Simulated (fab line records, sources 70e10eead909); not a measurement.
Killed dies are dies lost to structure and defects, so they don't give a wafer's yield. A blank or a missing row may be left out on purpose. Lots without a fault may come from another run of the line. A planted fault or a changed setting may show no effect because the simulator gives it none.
Chamber matching | flow nand_harc | NHARC_A_ZERO_WELL_DESCUM_12 on rie_diel-09: 4 sister chambers
The step chemistry O2, time 3 s. 14 wafers are shown with their chamber, then 7 later ones without.

WAFERS WITH THEIR CHAMBER
wafer  | chamber | drypump_motor_current_A (A) | rf_vpp_V (V) | oes_product_au (a.u.)
L076.1 | 1       | 6.3                         | 57.9         | 1.002
L076.2 | 0       | 5.1                         | 59.0         | 1.006
L076.3 | 3       | 5.7                         | 57.4         | 0.991
L077.2 | 1       | 6.3                         | 57.6         | 0.996
L077.3 | 2       | 6.0                         | 58.0         | 0.987
L077.6 | 1       | 6.3                         | 60.1         | 0.997
L078.2 | 0       | 5.2                         | 59.4         | 1.000
L078.4 | 2       | 6.0                         | 57.2         | 1.003
L078.5 | 0       | 5.2                         | 58.0         | 1.002
L080.3 | 0       | 5.2                         | 60.1         | 1.000
L080.5 | 2       | 6.0                         | 58.7         | 0.993
L080.6 | 3       | 5.7                         | 57.4         | 1.001
L088.1 | 1       | 6.3                         | 57.6         | 1.004
L088.4 | 3       | 5.7                         | 57.3         | 0.991

SIGNATURES (means of the wafers above)
reading                 | chamber 0 | chamber 1 | chamber 2 | chamber 3 | scatter within a chamber
drypump_motor_current_A | 5.175     | 6.300     | 6.000     | 5.700     | 0.0274
rf_vpp_V                | 59.125    | 58.300    | 57.967    | 57.367    | 0.884
oes_product_au          | 1.00200   | 0.99975   | 0.99433   | 0.99433   | 0.00516
Rule: a wafer's distance from a chamber is the root of the sum, over the readings, of the square of ((its reading less the chamber's mean) divided by the reading's scatter). The wafer belongs to the nearest chamber; if the next one is less than 2 further off, it can't be placed. The scatter: the root of (the sum of the squares of (reading less its chamber's mean) over the shown wafers, divided by (wafers less chambers)).

WAFERS WITHOUT THEIR CHAMBER
wafer  | drypump_motor_current_A (A) | rf_vpp_V (V) | oes_product_au (a.u.)
L088.5 | 5.2                         | 57.1         | 0.997
L092.1 | 6.0                         | 57.0         | 1.000
L092.2 | 5.2                         | 59.0         | 1.006
L092.5 | 5.7                         | 58.2         | 0.998
L096.1 | 6.3                         | 58.3         | 0.998
L096.4 | 6.0                         | 56.9         | 1.003
L096.6 | 6.3                         | 57.6         | 1.002

WHICH CHAMBER EACH WENT THROUGH
wafer  | from the rows above | in truth
L088.5 | 0                   | 0
L092.1 | 2                   | 2
L092.2 | 0                   | 0
L092.5 | 3                   | 3
L096.1 | 1                   | 1
L096.4 | 2                   | 2
L096.6 | 1                   | 1
Placed correctly: 7 of 7. Can't be placed from these rows: 0. Placed wrongly: 0.
